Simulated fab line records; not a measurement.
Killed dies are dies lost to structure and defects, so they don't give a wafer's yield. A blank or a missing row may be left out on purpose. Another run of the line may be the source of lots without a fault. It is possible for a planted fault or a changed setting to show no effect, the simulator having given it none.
fab line records	flow nand_harc
[record] lots = 6	wafers = 18	last_day = 25
route steps=1159 shown P_GATE@133 END@1159
lots that met no fault: taken from a fault-free run of the same line
start_h: hours from the record's opening day to when the first of the lot's shown wafers began	wait_h: time in hours since the lot's previous step	" repeats the value in the row above	L1.1+2: several wafers, shown together as one row	- no value present, or no start provided	* or withheld: withheld	< > ~ a bound
route shown NAME@n: NAME is a module with steps in the file, n the number in the route of the first one	usual: mean/standard deviation taken from wafers without a fault	same: alike in all rows	chamber/n: place in a boat	sites: each site's reading	_std_site: the standard deviation of these	_edge_site: the outer-site mean with the inner-site mean subtracted	radius_mm: for every site, how far away it sits from the centre of the wafer	mask NAME#n: copy n	behind: the last tool/chamber to shape the wafer	hold: reason for holding the lot/hours on hold/outcome of the hold	device: the n, p or np transistor that did not switch	end of line: the tests these same wafers got at the end of their route	a step with no rows: only its recipe	killed: dies that structure and defects cost at the first sort, which is not the same as the wafer's yield	map: a wafer's dies, x killed, . not, _ none there
set.NAME: the run value of the setting; set.NAME@STEP: its run value at that earlier step	model.NAME: the simulator's own value behind a step, which no gauge read
certain route steps with their lots: each step a table, each wafer a row
services: from which hour (start_h, from the record's first day; less than 0 if before it) a tool's chamber was out of use, for how many hours, and why
[[steps]]
[step NHARC_P_GATE_DEHYDRATE_18]
[recipe] temp_c = 150	time_s = 120
[step NHARC_P_GATE_HMDS_19]
[recipe] time_s = 30
[step NHARC_P_GATE_COAT_20]
[recipe] spin_rpm = 1500	resist_thk_nm = 90
[step NHARC_P_GATE_SOFTBAKE_21]
[recipe] temp_c = 105	time_s = 55
[step NHARC_P_GATE_EBR_22]
[step NHARC_P_GATE_EXPOSE_23]
[recipe] na = 1.35	target_cd_nm = 120	dose_mj = 93.91	mask_id = P_GATE
[step NHARC_P_GATE_PEB_24]
[recipe] peb_temp_c = 100	peb_time_s = 65
[step NHARC_P_GATE_DEVELOP_25]
[recipe] develop_time_s = 35	dev_temp_c = 23
[step NHARC_P_GATE_CD_MEAS_26]
[recipe] target_cd_nm = 120	landing_energy_ev = 500
[usual] cd_nm = 120.1/0.65
lot.wafer	tool	chamber	start_h	wait_h	cd_nm
L928.3	cd_sem-01	0	93.58	-	119.9
L928.5	"	0	"	"	119.5
L928.6	"	0	"	"	120.0
L934.1	cd_sem-02	0	131.86	-	119.1
L934.5	"	0	"	"	120.1
L934.6	"	0	"	"	120.4
L935.1	cd_sem-03	0	132.17	-	121.0
L935.4	"	0	"	"	120.5
L935.6	"	0	"	"	119.7
L933.2	cd_sem-02	0	132.49	-	120.5
L933.3	"	0	"	"	120.5
L933.4	"	0	"	"	120.9
L949.1	cd_sem-02	0	223.04	-	119.9
L949.2	"	0	"	"	119.6
L949.4	"	0	"	"	119.8
L950.2	cd_sem-01	0	223.27	-	119.2
L950.3	"	0	"	"	120.3
L950.4	"	0	"	"	120.9
[step NHARC_P_GATE_OVL_MEAS_27]
[usual] overlay_x_nm = 0.2/0.99	overlay_y_nm = -0.1/0.8
lot.wafer	tool	chamber	start_h	wait_h	overlay_x_nm	overlay_y_nm
L928.3	overlay-02	-	93.66	-	-0.9	0.3
L928.5	"	-	"	"	-1.5	0.5
L928.6	"	-	"	"	-1.3	-0.5
L934.1	overlay-01	-	131.94	-	-1.2	-0.4
L934.5	"	-	"	"	-1.1	-0.7
L934.6	"	-	"	"	-1.5	-0.9
L935.1	overlay-01	-	132.26	-	0.2	-0.1
L935.4	"	-	"	"	-0.1	0.2
L935.6	"	-	"	"	0.4	0.2
L933.2	overlay-01	-	132.58	-	0.0	-0.3
L933.3	"	-	"	"	-0.2	0.1
L933.4	"	-	"	"	-0.9	0.1
L949.1	overlay-01	-	223.13	-	0.3	-0.1
L949.2	"	-	"	"	0.0	-0.2
L949.4	"	-	"	"	0.5	0.1
L950.2	overlay-01	-	223.36	-	2.1	-1.6
L950.3	"	-	"	"	2.2	-1.0
L950.4	"	-	"	"	1.1	-1.1
[step NHARC_P_GATE_INSPECT_28]
[usual] raw_defect_count = 5.5/2.7
lot.wafer	tool	chamber	start_h	wait_h	raw_defect_count
L928.3	defect_inspect-01	-	93.70	0.0	6
L928.5	"	-	"	"	8
L928.6	"	-	"	"	3
L934.1	defect_inspect-01	-	131.98	0.0	3
L934.5	"	-	"	"	5
L934.6	"	-	"	"	10
L935.1	defect_inspect-01	-	132.30	0.0	9
L935.4	"	-	"	"	4
L935.6	"	-	"	"	8
L933.2	defect_inspect-02	-	132.61	0.0	4
L933.3	"	-	"	"	3
L933.4	"	-	"	"	10
L949.1	defect_inspect-01	-	223.17	0.0	7
L949.2	"	-	"	"	3
L949.4	"	-	"	"	4
L950.2	defect_inspect-02	-	223.39	0.0	7
L950.3	"	-	"	"	5
L950.4	"	-	"	"	4
[step NHARC_P_GATE_DESCUM_31]
[recipe] time_s = 3	o2_flow_sccm = 200	ar_flow_sccm = 0	bias_power_w = 0	chemistry = O2
[usual] drypump_motor_current_A = 5.6/0.35	oes_product_au = 0.998/0.012	rf_vpp_V = 57.9/0.92	showerhead_plenum_p_Torr = 1.95/0.05	throttle_valve_pct = 11.310/0.0095
lot.wafer	tool	chamber	start_h	wait_h	drypump_motor_current_A	oes_product_au	rf_hours_counter_h	rf_vpp_V	showerhead_plenum_p_Torr	throttle_valve_pct
L928.3	rie_diel-04	3	93.77	0.1	5.8	1.026	52	56.7	1.92	11.310
L928.5	"	2	"	"	6.1	1.022	-	58.6	1.95	11.306
L928.6	"	3	"	"	5.8	1.030	-	57.6	1.92	11.299
L934.1	rie_diel-02	2	132.07	0.1	6.2	0.984	29	58.4	1.88	11.322
L934.6	"	1	"	"	5.5	1.001	-	60.2	2.01	11.293
L934.5	"	2	"	"	6.1	0.985	-	57.3	1.88	11.312
L935.4	rie_diel-02	0	132.37	0.1	5.5	0.999	28	58.7	1.93	11.315
L935.1	"	1	"	"	5.5	1.004	28	58.6	2.01	11.318
L935.6	"	0	"	"	5.4	1.009	-	56.9	1.93	11.312
L933.3	rie_diel-02	2	132.67	0.1	6.2	0.983	29	57.7	1.88	11.309
L933.4	"	3	"	"	5.1	0.990	25	57.0	1.97	11.296
L933.2	"	1	"	"	5.5	0.996	28	58.3	2.01	11.317
L949.2	rie_diel-08	1	223.23	0.1	5.7	1.005	29	59.5	2.03	11.320
L949.1	"	2	"	"	5.5	0.992	34	58.3	2.02	11.308
L949.4	"	3	"	"	6.2	1.003	32	58.4	2.00	11.308
L950.2	rie_diel-02	2	223.45	0.1	6.1	0.969	12	57.8	1.88	11.288
L950.4	"	0	"	"	5.5	0.978	12	56.8	1.92	11.318
L950.3	"	1	"	"	5.5	1.003	13	58.4	2.00	11.306
[step NHARC_P_GATE_ETCH_104]
[recipe] target_depth_a = 600	time_s = withheld	cf4_flow_sccm = 100	chf3_flow_sccm = 30	ar_flow_sccm = 0	rf_w = 500	bias_w = 200	chemistry = CF4/CHF3
[usual] cf4_flow_sccm = 99.9/0.31	drypump_motor_current_A = 5.6/0.34	oes_product_au = 0.949/0.019	rf_fwd_power_W = 491.9/2.9	rf_vpp_V = 371.7/1.4	showerhead_plenum_p_Torr = 1.61/0.037	throttle_valve_pct = 16.802/0.0088
lot.wafer	tool	chamber	start_h	wait_h	cf4_flow_sccm	drypump_motor_current_A	oes_product_au	rf_fwd_power_W	rf_vpp_V	showerhead_plenum_p_Torr	throttle_valve_pct	model.P_GATE.cd_nm
L928.3	rie_diel-04	3	94.02	0.2	100.0	5.8	0.951	491.5	370.5	1.58	16.794	121.2
L928.5	"	2	"	"	100.3	6.2	0.943	494.4	371.6	1.60	16.795	120.4
L928.6	"	3	"	"	100.1	5.7	0.945	492.7	369.9	1.58	16.809	121.1
L934.1	rie_diel-02	0	132.15	0.1	99.6	5.5	0.922	495.9	370.8	1.58	16.798	120.1
L934.5	"	0	"	"	99.7	5.5	0.921	495.0	371.3	1.58	16.796	120.6
L934.6	"	1	"	"	100.2	5.5	0.933	489.3	374.1	1.65	16.791	121.3
L935.1	rie_diel-02	1	132.46	0.1	99.4	5.5	0.721	291.6	373.1	1.65	16.796	122.7
L935.4	"	2	"	"	100.2	6.1	0.709	292.5	369.5	1.55	16.792	121.4
L935.6	"	0	"	"	99.5	5.5	0.710	294.3	371.1	1.58	16.800	121
L933.2	rie_diel-02	1	132.84	0.1	99.9	5.5	0.713	289.6	373.3	1.65	16.801	123.2
L933.4	"	2	"	"	99.4	6.2	0.704	288.6	371.2	1.55	16.813	121.7
L933.3	"	3	"	"	99.9	5.1	0.712	290.9	371.7	1.62	16.796	122.3
L949.1	rie_diel-08	1	223.31	0.1	99.4	5.7	0.958	489.9	373.7	1.67	16.800	119.8
L949.4	"	3	"	"	99.7	6.2	0.974	493.2	373.4	1.64	16.807	119.8
L949.2	"	0	"	"	100.0	5.2	0.988	486.8	369.7	1.55	16.815	120.1
L950.2	rie_diel-02	0	223.54	0.1	100.2	5.5	0.966	495.9	371.5	1.58	16.799	120
L950.4	"	1	"	"	99.7	5.5	0.970	490.4	374.2	1.64	16.797	120.1
L950.3	"	3	"	"	99.9	5.0	0.960	490.2	372.0	1.62	16.793	120.6
[step NHARC_P_GATE_HM_OPEN_105]
[recipe] target_depth_a = 3600	o2_flow_sccm = 400	cos_flow_sccm = 20	ar_flow_sccm = 0	rf_w = 500	bias_w = 300	chemistry = O2/COS
[usual] drypump_motor_current_A = 5.6/0.34	oes_product_au = 0.996/0.01	rf_vpp_V = 468.6/1.7	showerhead_plenum_p_Torr = 3.19/0.076	throttle_valve_pct = 28.330/0.0093
lot.wafer	tool	chamber	start_h	wait_h	drypump_motor_current_A	oes_product_au	rf_hours_counter_h	rf_vpp_V	showerhead_plenum_p_Torr	throttle_valve_pct
L928.3	rie_diel-04	0	-	-	5.6	0.985	53	468.1	3.19	28.329
L928.6	"	0	"	"	5.6	0.999	-	467.0	3.19	28.332
L928.5	"	1	"	"	5.7	0.988	-	469.4	3.25	28.338
L934.1	rie_diel-02	3	-	-	5.1	0.983	25	468.5	3.21	28.330
L934.6	"	1	"	"	5.5	0.984	-	469.9	3.27	28.333
L934.5	"	2	"	"	6.2	0.976	-	466.4	3.07	28.318
L935.4	rie_diel-02	0	-	-	5.5	1.001	28	469.1	3.14	28.331
L935.1	"	1	"	"	5.5	0.995	28	469.1	3.27	28.328
L935.6	"	2	"	"	6.2	0.987	-	467.0	3.07	28.333
L933.2	rie_diel-02	3	-	-	5.1	0.994	25	468.3	3.21	28.320
L933.4	"	1	"	"	5.5	1.009	28	470.0	3.27	28.339
L933.3	"	2	"	"	6.2	0.990	29	465.8	3.07	28.330
L949.1	rie_diel-08	1	-	-	5.7	1.006	29	470.8	3.31	28.327
L949.2	"	2	"	"	5.5	0.997	34	469.8	3.29	28.319
L949.4	"	3	"	"	6.2	1.001	32	470.5	3.25	28.327
L950.2	rie_diel-02	2	-	-	6.2	0.987	12	465.9	3.06	28.328
L950.4	"	3	"	"	5.2	0.988	11	468.9	3.20	28.344
L950.3	"	1	"	"	5.5	1.000	13	469.6	3.26	28.322
[step NHARC_END_SORT_01]
[recipe] temp_c = 25
[usual] killed_at_array = 28/8.6	killed_at_other = 0.7/1.2	killed_at_periphery = 3.1/2.3	killed_dies = 32/8.7	killed_open = 3.2/1.7	killed_short = 2.0/1.5
[same] gross_dies = 677
lot.wafer	tool	chamber	start_h	wait_h	killed_at_array	killed_at_other	killed_at_periphery	killed_dies	killed_open	killed_short
L935.1	prober-01	0	485.14	2.5	14	0	11	25	2	0
L935.4	prober-01	0	487.50	3.4	22	0	8	30	2	2
L935.6	prober-01	0	489.08	3.9	23	2	6	31	5	3
L934.1	prober-02	0	485.16	2.5	23	2	6	31	1	3
L934.5	prober-02	0	488.33	3.7	27	2	3	32	3	1
L934.6	prober-02	0	489.13	4.0	31	2	4	37	4	3
L933.2	prober-02	0	493.73	2.8	24	0	2	26	3	0
L933.3	prober-02	0	494.53	3.1	27	0	4	31	1	4
L933.4	prober-02	0	495.33	3.4	26	0	1	27	2	0
L950.2	prober-02	0	583.25	2.8	38	0	3	41	2	0
L950.3	prober-02	0	584.06	3.1	27	2	5	34	2	1
L950.4	prober-02	0	584.86	3.4	38	0	3	41	5	1
L949.1	prober-01	0	590.23	2.5	20	0	4	24	3	1
L949.2	prober-01	0	591.04	2.8	18	0	3	21	1	1
L949.4	prober-01	0	592.66	3.4	20	1	3	24	0	2
// killed by level:class
L935.1 A_SLIT:chamber_film_flake=7 P_CONTACT:chamber_film_flake=5 P_ZERO_WELL:chamber_film_flake=4 P_CONTACT:geometric_particle:open=2 A_CHANNEL_HOLE_D1:chamber_film_flake=2 A_STAIRCASE:chamber_film_flake=2 A_M1:chamber_film_flake=2 A_CONTACT:chamber_film_flake=1
L934.1 A_CHANNEL_HOLE_D1:chamber_film_flake=16 A_STAIRCASE:chamber_film_flake=3 P_STI:chamber_film_flake=2 P_GATE:chamber_film_flake=2 P_CONTACT:geometric_particle:open=1 P_CONTACT:geometric_particle:short=1 A_ONON_D1:geometric_particle:short=1 STARTING-WAFER:geometric_particle:short=1
L935.4 A_SLIT:chamber_film_flake=10 P_CONTACT:chamber_film_flake=4 A_STAIRCASE:chamber_film_flake=3 A_M1:chamber_film_flake=3 A_ZERO_WELL:chamber_film_flake=2 P_CONTACT:geometric_particle:short=1 P_CONTACT:geometric_particle:open=1 A_ONON_D1:geometric_particle:open=1
L934.5 A_CHANNEL_HOLE_D1:chamber_film_flake=18 A_CONTACT:chamber_film_flake=3 A_SLIT:chamber_film_flake=2 THIN_TSV:chamber_film_flake=2 P_CONTACT:geometric_particle:open=1 P_M0:geometric_particle:open=1 A_CHANNEL_FILL_D1:geometric_particle:open=1 A_M1:geometric_particle:short=1
L935.6 A_SLIT:chamber_film_flake=10 A_CHANNEL_HOLE_D1:chamber_film_flake=4 P_ZERO_WELL:chamber_film_flake=2 P_STI:chamber_film_flake=2 P_CONTACT:chamber_film_flake=2 A_ONON_D1:geometric_particle:open=1 A_CHANNEL_HOLE_D1:geometric_particle:short=1 A_CHANNEL_FILL_D1:geometric_particle:open=1
L934.6 A_CHANNEL_HOLE_D1:chamber_film_flake=13 A_CONTACT:chamber_film_flake=5 P_STI:chamber_film_flake=3 A_STAIRCASE:chamber_film_flake=3 A_ONON_D1:geometric_particle:short=2 THIN_TSV:chamber_film_flake=2 A_ONON_D1:geometric_particle:open=1 A_CHANNEL_FILL_D1:geometric_particle:short=1
L933.2 A_SLIT:chamber_film_flake=9 A_CHANNEL_HOLE_D1:chamber_film_flake=6 A_STAIRCASE:chamber_film_flake=4 A_M0:geometric_particle:open=2 P_M0:geometric_particle:open=1 P_STI:chamber_film_flake=1 A_ZERO_WELL:chamber_film_flake=1 A_WL_FILL:chamber_film_flake=1
L933.3 A_SLIT:chamber_film_flake=12 A_CHANNEL_HOLE_D1:chamber_film_flake=5 A_STAIRCASE:chamber_film_flake=3 A_CONTACT:chamber_film_flake=2 P_STI:geometric_particle:open=1 P_M0:geometric_particle:short=1 A_SOURCE_PLATE:geometric_particle:short=1 A_ONON_D1:geometric_particle:short=1
L933.4 A_SLIT:chamber_film_flake=10 A_CHANNEL_HOLE_D1:chamber_film_flake=5 A_STAIRCASE:chamber_film_flake=4 A_CHANNEL_FILL_D1:chamber_film_flake=3 A_CONTACT:chamber_film_flake=2 P_M2:geometric_particle:open=1 A_CONTACT:geometric_particle:open=1 A_M1:chamber_film_flake=1
L950.2 A_SLIT:chamber_film_flake=19 A_CHANNEL_HOLE_D1:chamber_film_flake=10 A_STAIRCASE:chamber_film_flake=3 A_CONTACT:chamber_film_flake=3 A_CHANNEL_FILL_D1:geometric_particle:open=1 A_CONTACT:geometric_particle:open=1 P_STI:chamber_film_flake=1 P_GATE:chamber_film_flake=1
L950.3 A_SLIT:chamber_film_flake=15 A_CHANNEL_HOLE_D1:chamber_film_flake=8 P_GATE:chamber_film_flake=2 A_STAIRCASE:chamber_film_flake=2 THIN_TSV:chamber_film_flake=2 P_GATE:geometric_particle:short=1 P_CONTACT:geometric_particle:open=1 A_CONTACT:geometric_particle:open=1
L950.4 A_SLIT:chamber_film_flake=20 A_CHANNEL_HOLE_D1:chamber_film_flake=5 A_STAIRCASE:chamber_film_flake=4 A_CONTACT:chamber_film_flake=2 A_SOURCE_PLATE:geometric_particle:open=1 A_ONON_D1:geometric_particle:open=1 A_CHANNEL_HOLE_D1:geometric_particle:open=1 A_SGD_CUT:geometric_particle:open=1
L949.1 A_CHANNEL_HOLE_D1:chamber_film_flake=8 A_SLIT:chamber_film_flake=3 A_CONTACT:chamber_film_flake=3 P_M0:chamber_film_flake=2 A_STAIRCASE:chamber_film_flake=2 P_M0:geometric_particle:open=1 A_ONON_D1:geometric_particle:open=1 A_CHANNEL_FILL_D1:geometric_particle:open=1
L949.2 A_CHANNEL_HOLE_D1:chamber_film_flake=7 A_CONTACT:chamber_film_flake=7 P_M0:chamber_film_flake=2 A_SLIT:chamber_film_flake=2 A_ONON_D1:geometric_particle:open=1 A_CHANNEL_FILL_D1:geometric_particle:short=1 P_ZERO_WELL:chamber_film_flake=1
L949.4 A_CHANNEL_HOLE_D1:chamber_film_flake=7 A_SLIT:chamber_film_flake=7 A_CONTACT:chamber_film_flake=4 P_M2:chamber_film_flake=2 A_ONON_D1:geometric_particle:short=1 STARTING-WAFER:geometric_particle:short=1 P_ZERO_WELL:chamber_film_flake=1 A_STAIRCASE:chamber_film_flake=1
[[services]]
tool	chamber	start_h	hours	kind
rie_diel-02	0	81.02	-	clean
rie_diel-02	1	81.02	-	clean
rie_diel-02	2	81.02	-	clean
rie_diel-02	3	81.02	-	clean
rie_diel-08	2	82.16	8.5	repair
rie_diel-02	3	93.50	17.5	repair
rie_diel-02	0	105.52	-	clean
rie_diel-02	1	105.52	-	clean
rie_diel-02	2	105.52	-	clean
rie_diel-04	-	111.92	9.0	pm
rie_diel-08	-	124.82	9.0	pm
rie_diel-02	0	130.08	-	clean
rie_diel-02	1	130.08	-	clean
rie_diel-02	2	130.08	-	clean
rie_diel-02	3	130.08	-	clean
rie_diel-08	1	137.29	2.1	repair
rie_diel-02	-	140.44	1.9	repair
rie_diel-02	-	150.83	9.0	pm
rie_diel-02	0	150.83	9.0	vent_cycle
rie_diel-02	1	150.83	9.0	vent_cycle
rie_diel-02	2	150.83	9.0	vent_cycle
rie_diel-04	3	173.13	4.1	repair
rie_diel-08	1	174.15	12.8	repair
rie_diel-04	2	185.68	6.1	repair
[[key]]
[first_sign] step = NHARC_P_GATE_ETCH_104	reading = rf_fwd_power_W	direction = down	sigmas = 69	usual = *	struck = *
[effect] step = NHARC_P_GATE_ETCH_104	reading = oes_product_au	direction = down	sigmas = 12	usual = 0.949	struck = 0.711
[model_effect] step = NHARC_P_GATE_ETCH_104	value = P_GATE.cd_nm	without = 120.7	struck = 122
met_at NHARC_P_GATE_ETCH_104
struck_wafers L933.2,L933.3,L933.4,L935.1,L935.4,L935.6
tester_left_out L933,L935
onset_between 132.15 132.46
[fault] kind = process_parameter_drift	tool = rie_diel-02	chamber = -	onset_h = 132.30	steps = NHARC_P_GATE_ETCH_104	channel = rf_w	offset = *	shape = step	end_h = 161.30	acts_in = *	stated = *
// tester_left_out: of these lots the tester's yield and bins aren't shown, on N5 and GAA mostly nor the transistor test; their killed dies are dies lost to structure and defects alone, not to doping, threshold or leakage, so they don't give the yield
